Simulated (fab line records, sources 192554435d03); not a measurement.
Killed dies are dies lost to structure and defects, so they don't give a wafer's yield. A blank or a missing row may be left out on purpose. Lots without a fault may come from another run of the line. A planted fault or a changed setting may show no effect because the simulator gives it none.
Which tool did it? | flow n5_finfet | 11 lots, 33 wafers sampled, at 2 steps of a route of 1938

WHAT THE GAUGES READ, wafer by wafer
N5_PASSIVATION_OVL_MEAS_66. Usual: PASS_OPEN_OVL -1 nm, standard deviation 5.6.
lot  | measured     | on         | PASS_OPEN_OVL (nm) | flag
L775 | day 12 15:10 | overlay-02 | -1 4 7             |
L776 | day 12 16:40 | overlay-01 | -5 9 -2            |
L777 | day 12 10:08 | overlay-02 | -5 4 0             |
L778 | day 13 07:38 | overlay-01 | -12 -4 2           |
L779 | day 13 08:11 | overlay-02 | -10 -7 -7          |
L785 | day 14 23:52 | overlay-02 | 4 -6 -1            |
L788 | day 16 00:20 | overlay-01 | 0 -4 5             |
L791 | day 16 04:13 | overlay-01 | 12 -3 3            |
L792 | day 15 23:30 | overlay-01 | -2 -7 -1           |
L797 | day 17 23:51 | overlay-01 | -4 1 -5            |
L798 | day 18 01:19 | overlay-02 | 3 -1 1             |

WHICH TOOL RAN EACH LOT (tool, then ch and the chambers of the sampled wafers, then the start)
lot  | N5_HKMG_FIN_STRIP_90
L775 | rie_diel-03 ch 0,2,3, day 4 04:47
L776 | rie_diel-06 ch 0,2,3, day 4 09:05
L777 | rie_diel-06 ch 1,2,3, day 4 17:53
L778 | rie_diel-06 ch 0,1,3, day 4 23:13
L779 | rie_diel-06 ch 0,2,3, day 5 04:47
L785 | rie_diel-06 ch 1,2, day 6 19:15
L788 | rie_diel-02 ch 1,2, day 7 14:10
L791 | rie_diel-02 ch 1,2,3, day 8 03:41
L792 | rie_diel-03 ch 1,2, day 8 10:29
L797 | rie_diel-03 ch 0,1,2, day 9 17:17
L798 | rie_diel-03 ch 0,2,3, day 9 23:31
- N5_HKMG_FIN_STRIP_90: strips SOC in N2/H2, time 20 s.

WHAT THE TOOLS THEMSELVES READ (means of the sampled wafers that have a number; where no wafer has one, the mark that the record gives instead)
N5_HKMG_FIN_STRIP_90. Usual: drypump_motor_current_A 5.7 A, standard deviation 0.32; oes_product_au 0.74 a.u., standard deviation 0.042; power_w 500.1 W, standard deviation 1.4; rf_vpp_V 54.1 V, standard deviation 0.89; showerhead_plenum_p_Torr 3.35 Torr, standard deviation 0.11; throttle_valve_pct 19.19 %, standard deviation 0.27.
lot  | tool        | drypump_motor_current_A (A) | oes_product_au (a.u.) | power_w (W) | rf_vpp_V (V) | showerhead_plenum_p_Torr (Torr) | throttle_valve_pct (%) | flag
L775 | rie_diel-03 | 5.9                         | 0.82                  | 499.3       | 53.4         | 3.39                            | 19.39                  |
L776 | rie_diel-06 | 5.8                         | 0.76                  | 500.3       | 53.4         | 3.31                            | 19.01                  |
L777 | rie_diel-06 | 5.7                         | 0.74                  | 500.9       | 54.0         | 3.26                            | 19.08                  |
L778 | rie_diel-06 | 5.5                         | 0.75                  | 499.9       | 53.1         | 3.36                            | 19.10                  |
L779 | rie_diel-06 | 5.8                         | 0.75                  | 500.5       | 54.1         | 3.31                            | 19.02                  |
L785 | rie_diel-06 | 5.7                         | 0.73                  | 498.8       | 53.7         | 3.29                            | 19.29                  |
L788 | rie_diel-02 | 5.6                         | 0.73                  | 498.8       | 54.2         | 3.37                            | 19.12                  |
L791 | rie_diel-02 | 5.6                         | 0.72                  | 499.3       | 53.3         | 3.37                            | 19.33                  |
L792 | rie_diel-03 | 5.8                         | 0.72                  | 498.9       | 54.7         | 3.37                            | 19.35                  |
L797 | rie_diel-03 | 5.7                         | 0.73                  | 500.3       | 54.5         | 3.34                            | 19.43                  |
L798 | rie_diel-03 | 5.9                         | 0.77                  | 499.4       | 53.3         | 3.36                            | 19.45                  |

THE ANSWER, worked out from the rows above alone
Rule: a lot is off if the mean of its wafers that have a number lies more than 3 standard deviations from the usual mean. A lot without any number at a reading at which 4 lots or more have one is off too. The other lots that the step has rows for count as sound. The gauges are gone through in route order, then the tools' own readings, and for those a lot's mean is taken as printed above. The first step at which some lot is off is used, and at that step the reading that is off furthest; a lot without a number counts as furthest.
No lot is off at any reading shown: from this, nothing can be told.

WHAT THE SIMULATOR HAD PUT IN
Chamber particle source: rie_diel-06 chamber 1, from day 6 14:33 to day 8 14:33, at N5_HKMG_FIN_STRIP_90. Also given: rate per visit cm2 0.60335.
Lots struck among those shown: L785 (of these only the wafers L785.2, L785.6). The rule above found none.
